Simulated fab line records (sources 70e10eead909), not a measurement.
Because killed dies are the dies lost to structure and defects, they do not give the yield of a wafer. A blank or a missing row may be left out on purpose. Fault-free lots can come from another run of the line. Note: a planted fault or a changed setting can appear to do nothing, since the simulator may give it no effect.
Which tool did it? ; flow nand-harc ; 24 lots with 72 wafers sampled at 3 steps, on a route of 1302 steps

## WHAT THE GAUGES SHOWED, per wafer
NHARC_A_ONON_D2_THK_MEAS_02: measures by ellipsometry.
lot;measured;on;thk-nm (nm)
L074;day 11 20:38;film-metro-02;1009 1009 1008
L075;day 12 15:10;film-metro-02;996 996 994
L076;day 13 05:06;film-metro-01;1009 1010 1009
L077;day 13 10:17;film-metro-01;991 991 993
L078;day 13 22:43;film-metro-02;1003 1003 1003
L079;day 14 13:57;film-metro-02;994 993 994
L080;day 15 03:02;film-metro-02;1003 1003 1001
L081;day 15 12:35;film-metro-01;989 989 987
L082;day 15 12:38;film-metro-02;1001 1002 1002
L083;day 16 11:11;film-metro-01;995 997 994
L084;day 16 21:29;film-metro-01;997 998 996
L085;day 16 21:35;film-metro-01;1008 1008 1008
L086;day 17 14:05;film-metro-02;986 987 986
L087;day 18 09:07;film-metro-01;979 981 981
L088;day 18 09:07;film-metro-02;998 998 999
L090;day 18 20:38;film-metro-01;1009 1007 1007
L089;day 18 20:54;film-metro-02;998 998 998
L091;day 19 12:01;film-metro-02;997 997 998
L093;day 20 00:35;film-metro-02;990 991 990
L092;day 20 00:55;film-metro-02;990 989 989
L094;day 20 11:40;film-metro-02;995 998 995
L095;day 20 18:46;film-metro-02;990 990 991
L096;day 21 18:47;film-metro-02;994 992 993
L097;day 21 18:56;film-metro-01;996 998 998

NHARC_A_ONON_D2_INSPECT_32.
lot;measured;on;raw-defect-count
L074;day 12 10:48;defect-inspect-02;231 462 424
L075;day 13 04:26;defect-inspect-01;278 487 305
L076;day 13 17:53;defect-inspect-02;272 325 351
L077;day 13 23:45;defect-inspect-02;390 546 442
L078;day 14 12:56;defect-inspect-01;362 444 1007
L079;day 15 03:16;defect-inspect-02;487 556 373
L080;day 15 15:33;defect-inspect-02;404 389 221
L081;day 16 00:59;defect-inspect-01;259 254 247
L082;day 16 01:00;defect-inspect-02;498 250 345
L083;day 17 03:29;defect-inspect-02;207 441 306
L084;day 17 11:11;defect-inspect-02;300 338 455
L085;day 17 11:11;defect-inspect-01;349 348 255
L086;day 18 03:07;defect-inspect-01;298 399 378
L087;day 18 21:40;defect-inspect-02;301 314 221
L088;day 18 21:39;defect-inspect-01;314 820 525
L090;day 19 09:34;defect-inspect-01;239 532 314
L089;day 19 09:34;defect-inspect-02;235 513 305
L091;day 20 01:07;defect-inspect-02;564 477 425
L093;day 20 13:09;defect-inspect-01;629 629 732
L092;day 20 13:09;defect-inspect-02;416 519 209
L094;day 21 00:17;defect-inspect-01;897 933 760
L095;day 21 07:37;defect-inspect-01;366 257 382
L096;day 22 07:17;defect-inspect-01;459 684 481
L097;day 22 07:34;defect-inspect-01;308 399 325

## EACH LOT AND THE TOOL THAT RAN IT (in order: tool; ch and the chambers of the sampled wafers; start)
lot;NHARC_A_DECK1_JOINT_ETCHBACK_00
L074;rie-si-02 ch 1,2,3, day 10 20:32
L075;rie-si-01 ch 0,1,2, day 11 13:25
L076;rie-si-05 ch 0,2, day 12 03:56
L077;rie-si-01 ch 0,1,3, day 12 12:09
L078;rie-si-05 ch 1,2, day 12 23:48
L079;rie-si-05 ch 0,1, day 13 10:43
L080;rie-si-02 ch 1,2,3, day 13 19:49
L081;rie-si-02 ch 0,2, day 14 12:16
L082;rie-si-01 ch 0,1,2, day 14 12:17
L083;rie-si-01 ch 0,1,2, day 15 10:15
L084;rie-si-02 ch 2,3, day 15 20:50
L085;rie-si-01 ch 1,2,3, day 15 20:50
L086;rie-si-05 ch 2,3, day 16 10:24
L087;rie-si-05 ch 0,2, day 17 07:37
L088;rie-si-01 ch 0,1, day 17 07:39
L090;rie-si-05 ch 2,3, day 17 19:20
L089;rie-si-01 ch 1,3, day 17 19:21
L091;rie-si-02 ch 0,1, day 18 08:39
L093;rie-si-02 ch 0,1,2, day 18 20:01
L092;rie-si-01 ch 0,2,3, day 18 20:01
L094;rie-si-01 ch 1,2,3, day 19 11:30
L095;rie-si-02 ch 1,2,3, day 19 20:28
L096;rie-si-01 ch 0,2,3, day 20 13:01
L097;rie-si-01 ch 0,2,3, day 20 16:53
- NHARC_A_DECK1_JOINT_ETCHBACK_00: etches the open film in HBr, target depth 30 nm, time 17.4 s.

## WHAT THE TOOLS THEMSELVES READ (means of the sampled wafers that have a number; where no wafer has one, the mark that the record gives instead)
NHARC_A_DECK1_JOINT_ETCHBACK_00.
lot;tool;drypump-motor-current-A (A);oes-product-au (a.u.);throttle-valve-pct (%)
L074;rie-si-02;6.0;0.999;23.257
L075;rie-si-01;5.6;1.010;23.263
L076;rie-si-05;6.0;0.999;23.272
L077;rie-si-01;6.0;1.010;23.265
L078;rie-si-05;5.7;1.002;23.262
L079;rie-si-05;6.1;0.987;23.269
L080;rie-si-02;6.0;0.993;23.262
L081;rie-si-02;6.0;1.007;23.267
L082;rie-si-01;5.6;1.004;23.267
L083;rie-si-01;5.6;1.000;23.268
L084;rie-si-02;5.8;0.999;23.262
L085;rie-si-01;5.5;1.001;23.267
L086;rie-si-05;5.9;0.997;23.265
L087;rie-si-05;6.4;1.002;23.256
L088;rie-si-01;5.8;1.005;23.267
L090;rie-si-05;5.9;0.998;23.259
L089;rie-si-01;5.7;1.005;23.271
L091;rie-si-02;5.5;1.012;23.270
L093;rie-si-02;5.9;1.001;23.267
L092;rie-si-01;5.8;1.007;23.263
L094;rie-si-01;5.6;1.003;23.270
L095;rie-si-02;6.0;0.992;23.268
L096;rie-si-01;5.8;1.013;23.264
L097;rie-si-01;5.8;1.009;23.261

## THE ANSWER, worked out from the rows above alone
Rule: the usual values come from the lots themselves. The widest of any qualifying gaps counts: lots, ordered by their means at a reading, are off when they make up no more than a third of the lots, leave a main group of 4 or more, and stand apart from it by 3 or more times the standard deviation of that group's means. Not used: any main group whose means are identical at the precision the tables above print for the reading. A lot without any number at a reading at which 4 lots or more have one is off too. The other lots that the step has rows for count as sound. Order of review: gauges by route order, followed by the tools' own readings, for which a lot's mean as printed above is used. The first step at which some lot is off is used, and at that step the reading that is off furthest; a lot without a number counts as furthest.
None of the lots is off at any reading shown; this tells nothing.

## WHAT WAS PUT IN BY THE SIMULATOR
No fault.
